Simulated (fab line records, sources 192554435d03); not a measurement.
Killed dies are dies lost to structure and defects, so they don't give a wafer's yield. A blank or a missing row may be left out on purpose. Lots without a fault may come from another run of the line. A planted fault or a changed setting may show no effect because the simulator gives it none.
fab line records | flow n5_finfet
record lots=5 wafers=15 last_day=16
route steps=1938 shown BEOL_M5@1171 BEOL_M6@1194
lots that met no fault: from a run of the same line without faults
start_h: hours from the record's first day to the start of the lot's first wafer shown | wait_h: hours since the lot's step before | " the same as in the row above | L1.1+2: a row that stands for several wafers | - no value, or no start given | * or withheld: withheld | < > ~ a bound
route shown NAME@n: a module of which the file shows steps, and the number in the route of the first | usual: mean/standard deviation of fault-free wafers | same: alike in all rows | chamber/n: place in a boat | sites: the reading at each site | _std_site: their standard deviation | _edge_site: outer sites' mean less inner sites' | radius_mm: how far each site lies from the wafer's centre | mask NAME#n: copy n | behind: the tool/chamber that last shaped the wafer | hold: why the lot was held/for how many hours/how that ended | device: the transistor (n, p or np) that didn't switch | end of line: the same wafers' tests at the end of the route | a step without rows: its recipe alone | killed: dies lost to structure and defects at the first sort, not the wafer's yield | map: a wafer's dies, x killed, . not, _ none there
set.NAME: the setting as run; set.NAME@STEP: as run at that earlier step | model.NAME: the simulator's own value behind a step, which no gauge read
lots at some steps of the route; a table a step, a row a wafer
services: from which hour (start_h, from the record's first day; less than 0 if before it) a tool's chamber was out of use, for how many hours, and why
## steps
# step N5_BEOL_M5_PRE_CLEAN_45
# recipe gas=H2/He time_s=30 temp_c=250
# usual heater_power_w=352/50
# columns lot.wafer tool chamber start_h wait_h heater_power_w
L075.3 pvd_sputter-01 - 183.07 0.0 291
L075.5 " - " " 358
L075.6 " - " " 371
L081.3 pvd_sputter-01 - 213.92 0.0 369
L081.4 " - " " 290
L081.5 " - " " 334
L086.1 pvd_sputter-02 - 243.42 0.0 343
L086.3 " - " " 358
L086.4 " - " " 374
L089.2 pvd_sputter-02 - 260.42 0.0 374
L089.4 " - " " 354
L089.5 " - " " 342
L090.2 pvd_sputter-03 - 284.53 0.0 312
L090.4 " - " " 352
L090.6 " - " " 308
# step N5_BEOL_M5_ALD_86
# recipe material=TaN target_thk_a=* temp_c=275 ald_precursor_family=PDMAT ald_co_reactant=NH3 pressure_torr=3 carrier_flow_sccm=1500 pulse_time_s=2 purge_time_s=3 co_reactant_purge_time_s=2 co_reactant_pulse_time_s=3 ald_cycles=30 precursor_vessel_temp_c=75 precursor_vessel_pressure_torr=26.25 precursor_vessel_carrier_sccm=1000
# usual heater_power_outer_w=235/26 heater_power_w=432/48
# columns lot.wafer tool chamber start_h wait_h heater_power_outer_w heater_power_w
L075.3 ald_metal-04 1 183.23 0.1 250 507
L075.5 " 0 " " 227 402
L075.6 " 1 " " 251 502
L081.3 ald_metal-01 2 213.99 0.0 296 524
L081.4 " 1 " " 251 452
L081.5 " 1 " " 244 465
L086.1 ald_metal-04 1 243.64 0.2 242 499
L086.3 " 0 " " 226 402
L086.4 " 2 " " 265 445
L089.2 ald_metal-02 3 260.48 0.0 194 385
L089.4 " 0 " " 231 398
L089.5 " 1 " " 259 481
L090.2 ald_metal-04 0 284.61 0.1 228 411
L090.4 " 3 " " 209 356
L090.6 " 1 " " 251 515
# step N5_BEOL_M5_SURFACE_TREAT_87
# recipe gas=Ar time_s=* ion_energy_ev=* ion_current_ma_cm2=0.5 pressure_mtorr=* ar_flow_sccm=30
# usual throttle_valve_pct=*
# columns lot.wafer tool chamber start_h wait_h throttle_valve_pct
L075.3 pvd_sputter-02 - 183.55 0.2 *
L075.5 " - " " *
L075.6 " - " " *
L081.3 pvd_sputter-02 - 214.26 0.2 *
L081.4 " - " " *
L081.5 " - " " *
L086.1 pvd_sputter-01 - 243.89 0.2 *
L086.3 " - " " *
L086.4 " - " " *
L089.2 pvd_sputter-03 - 260.95 0.4 *
L089.4 " - " " *
L089.5 " - " " *
L090.2 pvd_sputter-02 - 284.85 0.1 *
L090.4 " - " " *
L090.6 " - " " *
# step N5_BEOL_M5_CVD_47
# recipe material=Co target_thk_a=30 temp_c=withheld precursor=CCTBA/H2 pressure_torr=30 time_s=216
# columns lot.wafer tool chamber start_h wait_h
L075.3+5+6 cvd_co-02 0,0,2 183.93 0.4
L081.3+4+5 cvd_co-01 2,2,0 214.34 0.1
L086.1+3+4 cvd_co-02 0,1,0 244.01 0.1
L089.2+4+5 cvd_co-02 1,1,2 261.47 0.5
L090.2+4+6 cvd_co-01 2,0,2 284.91 0.0
# step N5_BEOL_M5_SPUTTER_48
# recipe material=Cu target_thk_a=150 temp_c=-20 chamber_pressure_pa=0.07 power_w=withheld time_s=27.62
# usual throttle_valve_pct=29.8/1.1
# columns lot.wafer tool chamber start_h wait_h throttle_valve_pct
L075.3 pvd_sputter-03 - 185.42 1.4 31.3
L075.5 " - " " 31.2
L075.6 " - " " 28.7
L081.3 pvd_sputter-03 - 215.72 1.3 28.7
L081.4 " - " " 31.7
L081.5 " - " " 28.7
L086.1 pvd_sputter-03 - 244.25 0.2 29.7
L086.3 " - " " 28.9
L086.4 " - " " 28.2
L089.2 pvd_sputter-02 - 261.62 0.1 28.7
L089.4 " - " " 30.4
L089.5 " - " " 28.7
L090.2 pvd_sputter-02 - 285.07 0.1 32.0
L090.4 " - " " 28.9
L090.6 " - " " 28.6
# step N5_BEOL_M5_ANNEAL_49
# recipe temp_c=400 time_s=1800 ambient=vacuum
# usual heater_power_w=872/120
# columns lot.wafer tool chamber start_h wait_h heater_power_w
L075.3 pvd_sputter-03 - 185.50 0.0 767
L075.5 " - " " 772
L075.6 " - " " 752
L081.3 pvd_sputter-03 - 215.80 0.0 741
L081.4 " - " " 764
L081.5 " - " " 747
L086.1 pvd_sputter-03 - 244.33 0.0 1173
L086.3 " - " " 764
L086.4 " - " " 880
L089.2 pvd_sputter-02 - 261.70 0.0 760
L089.4 " - " " 937
L089.5 " - " " 895
L090.2 pvd_sputter-02 - 285.15 0.0 892
L090.4 " - " " 884
L090.6 " - " " 880
# step N5_BEOL_M5_SPUTTER_81
# recipe material=Cu target_thk_a=150 temp_c=-20 chamber_pressure_pa=0.07 power_w=withheld time_s=27.62
# usual throttle_valve_pct=29.8/1.1
# columns lot.wafer tool chamber start_h wait_h throttle_valve_pct
L075.3 pvd_sputter-03 - 186.51 0.5 31.5
L075.5 " - " " 31.6
L075.6 " - " " 28.6
L081.3 pvd_sputter-03 - 216.80 0.5 28.6
L081.4 " - " " 31.5
L081.5 " - " " 28.8
L086.1 pvd_sputter-03 - 245.33 0.5 29.7
L086.3 " - " " 28.9
L086.4 " - " " 28.3
L089.2 pvd_sputter-02 - 262.71 0.5 28.9
L089.4 " - " " 30.3
L089.5 " - " " 29.0
L090.2 pvd_sputter-02 - 286.16 0.5 31.7
L090.4 " - " " 28.7
L090.6 " - " " 28.8
# step N5_BEOL_M5_ANNEAL_82
# recipe temp_c=400 time_s=1800 ambient=vacuum
# usual heater_power_w=872/120
# columns lot.wafer tool chamber start_h wait_h heater_power_w
L075.3 pvd_sputter-03 - 186.59 0.0 778
L075.5 " - " " 772
L075.6 " - " " 733
L081.3 pvd_sputter-03 - 216.88 0.0 739
L081.4 " - " " 771
L081.5 " - " " 753
L086.1 pvd_sputter-03 - 245.41 0.0 1145
L086.3 " - " " 729
L086.4 " - " " 877
L089.2 pvd_sputter-02 - 262.79 0.0 762
L089.4 " - " " 953
L089.5 " - " " 874
L090.2 pvd_sputter-02 - 286.24 0.0 863
L090.4 " - " " 868
L090.6 " - " " 901
# step N5_BEOL_M5_SPUTTER_83
# recipe material=Cu target_thk_a=150 temp_c=-20 chamber_pressure_pa=0.07 power_w=withheld time_s=27.62
# usual throttle_valve_pct=29.8/1.1
# columns lot.wafer tool chamber start_h wait_h throttle_valve_pct
L075.3 pvd_sputter-03 - 187.59 0.5 31.4
L075.5 " - " " 31.3
L075.6 " - " " 28.9
L081.3 pvd_sputter-03 - 217.89 0.5 28.6
L081.4 " - " " 31.4
L081.5 " - " " 28.9
L086.1 pvd_sputter-03 - 246.42 0.5 29.7
L086.3 " - " " 28.8
L086.4 " - " " 28.1
L089.2 pvd_sputter-02 - 263.80 0.5 28.8
L089.4 " - " " 30.3
L089.5 " - " " 28.6
L090.2 pvd_sputter-02 - 287.25 0.5 31.7
L090.4 " - " " 28.8
L090.6 " - " " 28.9
# step N5_BEOL_M5_ANNEAL_84
# recipe temp_c=400 time_s=1800 ambient=vacuum
# usual heater_power_w=874/120
# columns lot.wafer tool chamber start_h wait_h heater_power_w
L075.3 pvd_sputter-03 - 187.67 0.0 770
L075.5 " - " " 768
L075.6 " - " " 741
L081.3 pvd_sputter-03 - 217.97 0.0 752
L081.4 " - " " 790
L081.5 " - " " 747
L086.1 pvd_sputter-03 - 246.50 0.0 1152
L086.3 " - " " 742
L086.4 " - " " 891
L089.2 pvd_sputter-02 - 263.88 0.0 785
L089.4 " - " " 945
L089.5 " - " " 884
L090.2 pvd_sputter-02 - 287.33 0.0 859
L090.4 " - " " 889
L090.6 " - " " 895
# step N5_BEOL_M5_SPUTTER_88
# recipe material=Cu target_thk_a=150 temp_c=-20 chamber_pressure_pa=0.07 power_w=withheld time_s=27.62
# usual throttle_valve_pct=29.7/1.1
# columns lot.wafer tool chamber start_h wait_h throttle_valve_pct
L075.3 pvd_sputter-03 - 188.68 0.5 31.5
L075.5 " - " " 31.3
L075.6 " - " " 29.0
L081.3 pvd_sputter-03 - 218.98 0.5 28.7
L081.4 " - " " 31.1
L081.5 " - " " 28.8
L086.1 pvd_sputter-03 - 247.51 0.5 29.9
L086.3 " - " " 28.8
L086.4 " - " " 28.3
L089.2 pvd_sputter-02 - 264.88 0.5 28.8
L089.4 " - " " 30.5
L089.5 " - " " 28.7
L090.2 pvd_sputter-02 - 288.33 0.5 31.5
L090.4 " - " " 28.8
L090.6 " - " " 29.0
# step N5_BEOL_M5_ANNEAL_89
# recipe temp_c=400 time_s=1800 ambient=vacuum
# usual heater_power_w=872/120
# columns lot.wafer tool chamber start_h wait_h heater_power_w
L075.3 pvd_sputter-03 - 188.76 0.0 768
L075.5 " - " " 774
L075.6 " - " " 728
L081.3 pvd_sputter-03 - 219.06 0.0 753
L081.4 " - " " 794
L081.5 " - " " 742
L086.1 pvd_sputter-03 - 247.59 0.0 1152
L086.3 " - " " 745
L086.4 " - " " 862
L089.2 pvd_sputter-02 - 264.96 0.0 766
L089.4 " - " " 954
L089.5 " - " " 892
L090.2 pvd_sputter-02 - 288.41 0.0 870
L090.4 " - " " 870
L090.6 " - " " 883
# step N5_BEOL_M5_SPUTTER_90
# recipe material=Cu target_thk_a=45 temp_c=-20 chamber_pressure_pa=0.07 power_w=withheld time_s=8.29
# usual throttle_valve_pct=29.8/1.1
# columns lot.wafer tool chamber start_h wait_h throttle_valve_pct
L075.3 pvd_sputter-03 - 189.77 0.5 31.3
L075.5 " - " " 31.5
L075.6 " - " " 28.8
L081.3 pvd_sputter-03 - 220.06 0.5 28.7
L081.4 " - " " 31.3
L081.5 " - " " 28.7
L086.1 pvd_sputter-03 - 248.59 0.5 29.7
L086.3 " - " " 28.6
L086.4 " - " " 28.4
L089.2 pvd_sputter-02 - 265.97 0.5 28.7
L089.4 " - " " 30.5
L089.5 " - " " 28.8
L090.2 pvd_sputter-02 - 289.42 0.5 31.8
L090.4 " - " " 28.6
L090.6 " - " " 28.8
# step N5_BEOL_M5_ECD_50
# recipe material=Cu target_thk_a=3000
# columns lot.wafer tool chamber start_h wait_h
L075.3+5+6 ecd_cu-01 1,1,0 189.90 0.1
L081.3+4+5 ecd_cu-02 0,1,0 220.20 0.1
L086.1+3+4 ecd_cu-01 1,0,1 248.71 0.1
L089.2+4+5 ecd_cu-01 0,0,1 266.09 0.1
L090.2+4+6 ecd_cu-01 1,0,0 289.54 0.1
# step N5_BEOL_M5_ANNEAL_51
# recipe temp_c=225 time_s=90 ambient=N2
# usual wafer_temp_C_max=226.28/0.27
# columns lot.wafer tool chamber start_h wait_h wafer_temp_C_max
L075.3 rtp_anneal-02 0 190.06 0.1 226.03
L075.5 " 0 " " 226.15
L075.6 " 0 " " 226.31
L081.3 rtp_anneal-01 0 220.36 0.1 226.02
L081.4 " 0 " " 226.54
L081.5 " 0 " " 226.12
L086.1 rtp_anneal-01 0 248.80 0.1 226.23
L086.3 " 0 " " 226.16
L086.4 " 0 " " 226.79
L089.2 rtp_anneal-02 0 266.22 0.1 226.67
L089.4 " 0 " " 226.29
L089.5 " 0 " " 226.26
L090.2 rtp_anneal-02 0 289.67 0.1 226.85
L090.4 " 0 " " 225.83
L090.6 " 0 " " 226.19
# step N5_BEOL_M5_CMP_52
# recipe stop_on=SiCOH_lowk t_overpolish_s=6.9 down_force_psi=1 platen_rpm=50 clearing_platen_down_force_psi=1.5 clearing_platen_rpm=50 post_cmp_clean=cu_alkaline target_thk_nm=62 clearing_platen_pad_velocity_m_s=0.99484 pad_velocity_m_s=0.99484
# usual barrier_field_endpoint_s=24.6/0.55 motor_current_A=5.9/0.74 overpolish_run_s=6.900/0.0094 pad_life_wafers=1150/700 slurry_flow_ml_min=150.0/0.45 time_to_endpoint_s=62.6/3
# same t_overpolish_s=6.9
# columns lot.wafer tool chamber start_h wait_h barrier_field_endpoint_s motor_current_A overpolish_run_s pad_life_wafers slurry_flow_ml_min time_to_endpoint_s
L075.3 cmp-04 2 190.38 0.3 24.5 7.0 6.907 1071 150.0 61.7
L075.5 " 3 " " 24.3 5.8 6.887 - 149.0 62.2
L075.6 " 0 " " 25.0 5.9 6.896 - 149.7 64.8
L081.4 cmp-03 0 220.61 0.2 25.0 5.5 6.879 1561 150.0 61.2
L081.3 " 2 " " 24.0 6.7 6.915 1563 150.4 62.5
L081.5 " 3 " " 25.0 6.2 6.899 - 149.4 63.3
L086.3 cmp-01 2 249.12 0.2 24.2 6.5 6.893 234 150.2 62.3
L086.1 " 0 " " 24.9 7.8 6.906 236 150.6 65.1
L086.4 " 1 " " 24.3 5.0 6.880 237 150.3 61.3
L089.2 cmp-04 0 266.55 0.3 24.6 5.7 6.897 1730 149.6 63.5
L089.4 " 1 " " 24.8 5.1 6.893 1731 149.8 59.2
L089.5 " 3 " " 24.6 6.0 6.903 - 149.7 61.9
L090.4 cmp-04 1 289.92 0.1 25.1 4.8 6.904 1926 149.2 59.6
L090.2 " 0 " " 24.9 5.6 6.915 1929 150.1 62.9
L090.6 " 1 " " 23.4 5.3 6.920 - 149.7 57.1
# step N5_BEOL_M5_THK_MEAS_53
# recipe thk_meas_gauge=xrf reads=Cu_of_BEOL_M5_ECD_50
# usual M5_THK=63.1/1.4
# columns lot.wafer tool chamber start_h wait_h M5_THK[nm]
L075.3 film_metro-01 - 190.56 - 62.9
L075.5 " - " " 61.7
L075.6 " - " " 63.2
L081.3 film_metro-01 - 220.87 - 64.9
L081.4 " - " " 66.1
L081.5 " - " " 64.4
L086.1 film_metro-02 - 249.41 - 62.5
L086.3 " - " " 63.9
L086.4 " - " " 62.0
L089.2 film_metro-01 - 266.76 - 62.8
L089.4 " - " " 63.6
L089.5 " - " " 64.4
L090.2 film_metro-01 - 290.22 - 65.9
L090.4 " - " " 64.0
L090.6 " - " " 64.0
# step N5_BEOL_M5_PRE_CLEAN_77
# recipe gas=NH3/H2 time_s=15 temp_c=* rf_power_w=300
# usual heater_power_outer_w=19/5.8 heater_power_w=80/16 rf_fwd_power_W=296.6/1.3
# columns lot.wafer tool chamber start_h wait_h heater_power_outer_w heater_power_w rf_fwd_power_W
L075.3 cvd_co-01 2 190.60 0.0 21 73 296.2
L075.5 " 0 " " 20 73 296.1
L075.6 " 1 " " 27 113 297.9
L081.3 cvd_co-01 2 220.91 0.0 20 72 296.5
L081.4 " 2 " " 20 72 295.4
L081.5 " 1 " " 25 114 297.4
L086.1 cvd_co-02 1 249.65 0.2 9 59 297.0
L086.3 " 2 " " 15 81 295.9
L086.4 " 0 " " 24 77 296.5
L089.2 cvd_co-01 1 266.80 0.0 26 109 297.6
L089.4 " 0 " " 21 75 297.6
L089.5 " 2 " " 21 75 295.3
L090.2 cvd_co-02 2 290.25 0.0 15 82 297.3
L090.4 " 2 " " 15 80 295.3
L090.6 " 1 " " 10 62 298.5
# step N5_BEOL_M5_CO_CAP_78
# recipe material=Co target_thk_a=20 temp_c=200 precursor=CCTBA/H2 pressure_torr=30 time_s=102.1
# usual heater_power_outer_w=122/7.2 heater_power_w=229/21
# columns lot.wafer tool chamber start_h wait_h heater_power_outer_w heater_power_w
L075.3 cvd_co-01 2 190.64 0.0 120 221
L075.5 " 0 " " 122 226
L075.6 " 1 " " 129 269
L081.3 cvd_co-01 2 220.95 0.0 123 222
L081.4 " 2 " " 122 221
L081.5 " 1 " " 133 269
L086.1 cvd_co-02 1 249.69 0.0 111 203
L086.3 " 2 " " 116 231
L086.4 " 0 " " 125 226
L089.2 cvd_co-01 1 266.84 0.0 134 275
L089.4 " 0 " " 124 221
L089.5 " 2 " " 124 223
L090.2 cvd_co-02 2 290.29 0.0 117 234
L090.4 " 2 " " 116 233
L090.6 " 1 " " 113 202
# step N5_BEOL_M5_PRE_CLEAN_55
# recipe gas=NH3 time_s=15 temp_c=withheld rf_power_w=300
# usual rf_fwd_power_W=294.5/1.3
# columns lot.wafer tool chamber start_h wait_h rf_fwd_power_W
L075.3 pecvd-03 1 190.73 0.1 293.8
L075.5 " 2 " " 293.8
L075.6 " 0 " " 294.8
L081.3 pecvd-02 1 221.05 0.1 295.8
L081.4 " 0 " " 293.7
L081.5 " 1 " " 294.7
L086.1 pecvd-02 2 249.79 0.1 293.9
L086.3 " 0 " " 293.2
L086.4 " 2 " " 293.6
L089.2 pecvd-03 2 266.93 0.1 295.2
L089.4 " 2 " " 295.9
L089.5 " 0 " " 294.6
L090.2 pecvd-02 2 290.38 0.1 292.6
L090.4 " 1 " " 294.0
L090.6 " 0 " " 295.1
# step N5_BEOL_M5_DEP_56
# recipe material=SiCN target_thk_a=80 temp_c=withheld precursor=3MS/NH3 pressure_torr=3 rf_w=202 time_s=14
# usual rf_fwd_power_W=199.3/0.82 showerhead_plenum_p_Torr=3.667/0.01 throttle_valve_pct=9.0/0.57
# columns lot.wafer tool chamber start_h wait_h rf_fwd_power_W showerhead_plenum_p_Torr throttle_valve_pct
L075.3 pecvd-03 1 190.75 0.0 198.6 3.667 9.2
L075.5 " 2 " " 199.7 3.674 9.2
L075.6 " 0 " " 198.8 3.662 8.1
L081.3 pecvd-02 1 221.09 0.0 198.9 3.672 9.7
L081.4 " 0 " " 199.4 3.649 9.3
L081.5 " 1 " " 199.3 3.665 9.6
L086.1 pecvd-02 2 249.81 0.0 197.9 3.653 8.1
L086.3 " 0 " " 197.4 3.659 9.3
L086.4 " 2 " " 198.4 3.657 8.1
L089.2 pecvd-03 2 266.96 0.0 199.1 3.673 9.2
L089.4 " 2 " " 199.4 3.678 9.1
L089.5 " 0 " " 199.7 3.658 8.2
L090.2 pecvd-02 2 290.41 0.0 199.6 3.655 8.1
L090.4 " 1 " " 200.8 3.662 9.4
L090.6 " 0 " " 199.6 3.664 9.7
# step N5_BEOL_M5_RS_MEAS_57
# recipe thk_meas_gauge=four-point-probe reads=Co_of_BEOL_M5_CO_CAP_78+Cu_of_BEOL_M5_ECD_50+Co_of_BEOL_M5_CVD_47+TaN_of_BEOL_M5_ALD_86
# usual M5_RS=0.388/0.011
# columns lot.wafer tool chamber start_h wait_h M5_RS[ohm/sq]
L075.3 film_metro-01 - 190.82 0.1 0.388
L075.5 " - " " 0.397
L075.6 " - " " 0.386
L081.3 film_metro-02 - 221.16 0.1 0.374
L081.4 " - " " 0.366
L081.5 " - " " 0.379
L086.1 film_metro-02 - 249.88 0.0 0.389
L086.3 " - " " 0.379
L086.4 " - " " 0.392
L089.2 film_metro-02 - 267.03 0.1 0.392
L089.4 " - " " 0.387
L089.5 " - " " 0.380
L090.2 film_metro-01 - 290.48 0.1 0.374
L090.4 " - " " 0.385
L090.6 " - " " 0.387
# step N5_BEOL_M5_INSPECT_58
# recipe inspect_instrument=darkfield mode=post_dep
# usual raw_defect_count=71/24
# columns lot.wafer tool chamber start_h wait_h raw_defect_count
L075.3 defect_inspect-01 - 190.85 0.0 60
L075.5 " - " " 49
L075.6 " - " " 44
L081.3 defect_inspect-01 - 221.19 0.0 65
L081.4 " - " " 58
L081.5 " - " " 67
L086.1 defect_inspect-01 - 249.90 0.0 70
L086.3 " - " " 45
L086.4 " - " " 65
L089.2 defect_inspect-01 - 267.05 0.0 109
L089.4 " - " " 92
L089.5 " - " " 109
L090.2 defect_inspect-01 - 290.50 0.0 107
L090.4 " - " " 70
L090.6 " - " " 112
# step N5_BEOL_M6_ILD_DEP_00
# recipe material=SiCOH_lowk target_thk_a=1797.5 temp_c=300 precursor=DEMS/porogen pressure_torr=5 rf_w=500 time_s=33.4
# usual heater_power_outer_w=150/44 heater_power_w=324/63 rf_fwd_power_W=495.1/2 showerhead_plenum_p_Torr=5.743/0.014 throttle_valve_pct=13.8/0.8
# columns lot.wafer tool chamber start_h wait_h heater_power_outer_w heater_power_w rf_fwd_power_W showerhead_plenum_p_Torr throttle_valve_pct
L075.3 pecvd-02 2 190.88 0.0 213 391 491.1 5.716 14.6
L075.5 " 0 " " 96 269 493.6 5.717 14.4
L075.6 " 1 " " 141 303 492.3 5.741 15.0
L081.3 pecvd-01 0 221.22 0.0 126 291 496.0 5.738 13.6
L081.4 " 2 " " 130 313 495.4 5.763 13.6
L081.5 " 1 " " 142 292 494.7 5.766 13.8
L086.1 pecvd-04 2 249.94 0.0 108 234 495.1 5.739 12.9
L086.3 " 1 " " 203 426 496.7 5.762 14.7
L086.4 " 0 " " 104 272 497.4 5.741 13.5
L089.2 pecvd-02 2 267.09 0.0 208 384 492.2 5.727 12.6
L089.4 " 1 " " 183 372 495.8 5.752 15.0
L089.5 " 1 " " 189 368 498.8 5.751 14.7
L090.2 pecvd-02 0 290.54 0.0 109 275 492.4 5.733 14.8
L090.4 " 1 " " 159 341 494.8 5.741 14.9
L090.6 " 2 " " 243 438 493.2 5.730 12.3
# step N5_BEOL_M6_CURE_74
# recipe temp_c=385 time_s=240 ambient=He/Ar material=SiCOH_lowk
# usual lamp_power_pct=52.31/0.052 wafer_temp_C_max=387.0/0.61
# columns lot.wafer tool chamber start_h wait_h lamp_power_pct wafer_temp_C_max
L075.3 uv_cure-03 2 191.11 0.2 52.28 387.9
L075.5 " 2 " " 52.43 387.3
L075.6 " 2 " " 52.30 387.0
L081.3 uv_cure-03 0 221.45 0.2 52.37 386.9
L081.4 " 0 " " 52.29 387.5
L081.5 " 0 " " 52.29 387.3
L086.1 uv_cure-01 1 250.00 0.0 52.39 386.4
L086.3 " 1 " " 52.21 387.2
L086.4 " 1 " " 52.30 386.8
L089.2 uv_cure-03 0 267.33 0.2 52.35 386.8
L089.4 " 0 " " 52.26 387.3
L089.5 " 0 " " 52.33 387.1
L090.2 uv_cure-02 2 290.76 0.2 52.31 387.9
L090.4 " 2 " " 52.34 387.7
L090.6 " 2 " " 52.33 387.2
# step N5_BEOL_M6_THK_MEAS_01
# recipe reads=SiCOH_lowk_of_BEOL_M6_ILD_DEP_00
# usual M6_ILD_THK=155.4/2
# columns lot.wafer tool chamber start_h wait_h M6_ILD_THK[nm]
L075.3 film_metro-02 - 191.46 0.3 153.2
L075.5 " - " " 156.6
L075.6 " - " " 159.4
L081.3 film_metro-02 - 221.80 0.3 150.7
L081.4 " - " " 156.8
L081.5 " - " " 155.2
L086.1 film_metro-02 - 250.52 0.4 157.4
L086.3 " - " " 156.7
L086.4 " - " " 161.1
L089.2 film_metro-01 - 268.17 0.7 153.4
L089.4 " - " " 157.1
L089.5 " - " " 158.0
L090.2 film_metro-01 - 291.60 0.7 154.1
L090.4 " - " " 156.9
L090.6 " - " " 156.8
# step N5_BEOL_M6_PECVD_70
# recipe material=SiO2 target_thk_a=200 temp_c=400 precursor=TEOS/O2 pressure_torr=5.5 rf_w=450 teos_flow_sccm=53.8 gas=O2 flow_sccm=3000 time_s=22.7
# usual heater_power_outer_w=425/86 heater_power_w=725/120 rf_fwd_power_W=444.7/1.6 showerhead_plenum_p_Torr=8.81/0.046 throttle_valve_pct=22.3/1.1
# columns lot.wafer tool chamber start_h wait_h heater_power_outer_w heater_power_w rf_fwd_power_W showerhead_plenum_p_Torr throttle_valve_pct
L075.3 pecvd-04 0 191.50 0.0 390 696 443.7 8.84 21.5
L075.5 " 2 " " 359 584 445.7 8.78 20.6
L075.6 " 0 " " 394 704 444.6 8.85 21.2
L081.3 pecvd-04 1 221.86 0.1 542 891 445.4 8.83 23.2
L081.4 " 2 " " 294 490 445.4 8.80 20.8
L081.5 " 2 " " 298 501 445.8 8.77 21.0
L086.1 pecvd-01 2 250.55 0.0 418 760 445.8 8.87 21.7
L086.3 " 0 " " 380 661 448.0 8.82 21.3
L086.4 " 1 " " 467 731 441.9 8.87 22.5
L089.2 pecvd-04 2 268.20 0.0 301 502 443.4 8.76 21.3
L089.4 " 2 " " 302 502 442.6 8.78 20.9
L089.5 " 0 " " 386 732 444.5 8.83 21.3
L090.2 pecvd-01 0 291.63 0.0 354 632 447.2 8.81 21.5
L090.4 " 0 " " 360 639 445.6 8.82 21.7
L090.6 " 2 " " 422 777 445.1 8.86 21.5
# step N5_BEOL_M6_HM_DEP_02
# recipe material=TiN target_thk_a=200 temp_c=25 chamber_pressure_pa=0.49996
# usual throttle_valve_pct=29.9/1.1
# columns lot.wafer tool chamber start_h wait_h throttle_valve_pct
L075.3 pvd_sputter-02 - 191.90 0.4 28.8
L075.5 " - " " 30.3
L075.6 " - " " 29.0
L081.3 pvd_sputter-02 - 222.69 0.8 30.5
L081.4 " - " " 31.7
L081.5 " - " " 28.7
L086.1 pvd_sputter-03 - 251.51 0.9 29.8
L086.3 " - " " 28.0
L086.4 " - " " 31.3
L089.2 pvd_sputter-03 - 269.88 1.7 28.5
L089.4 " - " " 29.7
L089.5 " - " " 29.7
L090.2 pvd_sputter-01 - 292.02 0.4 29.9
L090.4 " - " " 30.5
L090.6 " - " " 29.9
# step N5_BEOL_M6_COAT_59
# recipe resist=SOC temp_c=250 time_s=60 spin_rpm=1500 resist_thk_nm=100
# columns lot.wafer tool chamber start_h wait_h
L075.3+5+6 litho_track-04 0 192.03 0.1
L081.3+4+5 litho_track-04 0 222.82 0.1
L086.1+3+4 litho_track-04 0 251.64 0.1
L089.2+4+5 litho_track-01 0 270.01 0.1
L090.2+4+6 litho_track-01 0 292.15 0.1
# step N5_BEOL_M6_COAT_60
# recipe resist=SiARC temp_c=220 time_s=60 spin_rpm=1500 resist_thk_nm=35
# columns lot.wafer tool chamber start_h wait_h
L075.3+5+6 litho_track-04 0 - -
L081.3+4+5 litho_track-04 0 - -
L086.1+3+4 litho_track-04 0 - -
L089.2+4+5 litho_track-01 0 - -
L090.2+4+6 litho_track-01 0 - -
# step N5_BEOL_M6_COAT_05
# recipe resist=CAR-ArF spin_rpm=1500 resist_thk_nm=90
# columns lot.wafer tool chamber start_h wait_h
L075.3+5+6 litho_track-04 0 - -
L081.3+4+5 litho_track-04 0 - -
L086.1+3+4 litho_track-04 0 - -
L089.2+4+5 litho_track-01 0 - -
L090.2+4+6 litho_track-01 0 - -
# step N5_BEOL_M6_EBR_07
# recipe solvent=PGMEA ebr_width_mm=1.5
# same ebr_width_mm=1.5
# columns lot.wafer tool chamber start_h wait_h
L075.3+5+6 litho_track-04 0 - -
L081.3+4+5 litho_track-04 0 - -
L086.1+3+4 litho_track-04 0 - -
L089.2+4+5 litho_track-01 0 - -
L090.2+4+6 litho_track-01 0 - -
# step N5_BEOL_M6_SOFTBAKE_06
# recipe temp_c=110 time_s=60 resist=CAR-ArF
# columns lot.wafer tool chamber start_h wait_h
L075.3+5+6 litho_track-04 0 - -
L081.3+4+5 litho_track-04 0 - -
L086.1+3+4 litho_track-04 0 - -
L089.2+4+5 litho_track-01 0 - -
L090.2+4+6 litho_track-01 0 - -
# step N5_BEOL_M6_EXPOSE_08
# recipe mask_id=M6 na=1.35 source_shape=dipole sigma_inner=0.817 sigma_outer=0.97 polarization=te dose_mj=68.25
# usual stage_vel_mm_s=499.93/0.24
# columns lot.wafer tool chamber start_h wait_h mask stage_vel_mm_s
L075.3 arfi_scanner-03 0 192.29 - M6#0 500.08
L075.5 " 0 " " M6#0 499.76
L075.6 " 0 " " M6#0 500.20
L081.3 arfi_scanner-01 0 223.07 - M6#0 500.24
L081.4 " 0 " " M6#0 499.84
L081.5 " 0 " " M6#0 499.96
L086.1 arfi_scanner-01 0 251.88 - M6#0 499.79
L086.3 " 0 " " M6#0 499.93
L086.4 " 0 " " M6#0 499.77
L089.2 arfi_scanner-01 0 270.14 - M6#0 500.20
L089.4 " 0 " " M6#0 500.13
L089.5 " 0 " " M6#0 500.23
L090.2 arfi_scanner-01 0 292.40 - M6#0 500.06
L090.4 " 0 " " M6#0 500.01
L090.6 " 0 " " M6#0 500.49
# step N5_BEOL_M6_PEB_09
# recipe peb_temp_c=withheld peb_time_s=60 resist=CAR-ArF
# columns lot.wafer tool chamber start_h wait_h
L075.3+5+6 litho_track-04 0 192.34 0.0
L081.3+4+5 litho_track-02 0 223.12 0.0
L086.1+3+4 litho_track-01 0 251.94 0.1
L089.2+4+5 litho_track-04 0 270.19 0.0
L090.2+4+6 litho_track-04 0 292.46 0.0
## services
# columns tool chamber start_h hours kind
arfi_scanner-03 - 162.23 0.8 pm
arfi_scanner-03 - 163.65 0.7 repair
ecd_cu-02 - 167.14 4.5 pm
arfi_scanner-01 - 169.89 2.6 repair
ald_metal-04 2 180.37 35.2 repair
uv_cure-01 - 181.35 2.1 pm
cmp-03 - 183.79 20.6 pm
ald_metal-01 3 188.50 7.2 repair
arfi_scanner-01 - 188.97 0.8 pm
pecvd-04 2 196.29 4.3 repair
cvd_co-02 - 209.17 1.3 repair
cmp-04 - 217.47 0.5 repair
pecvd-01 2 232.62 4.2 repair
uv_cure-03 - 241.21 7.5 pm
arfi_scanner-01 - 242.87 4.9 pm
cvd_co-01 - 247.06 14.6 pm
arfi_scanner-01 - 254.36 1.3 pm
cmp-04 - 257.09 2.7 pm
ald_metal-04 - 257.14 8.7 pm
pecvd-02 0 261.04 21.4 repair
ald_metal-04 2 272.58 5.5 repair
cvd_co-01 - 283.11 0.4 repair
pecvd-03 - 286.97 14.6 pm
arfi_scanner-01 - 288.98 1.0 pm
## key
fault none
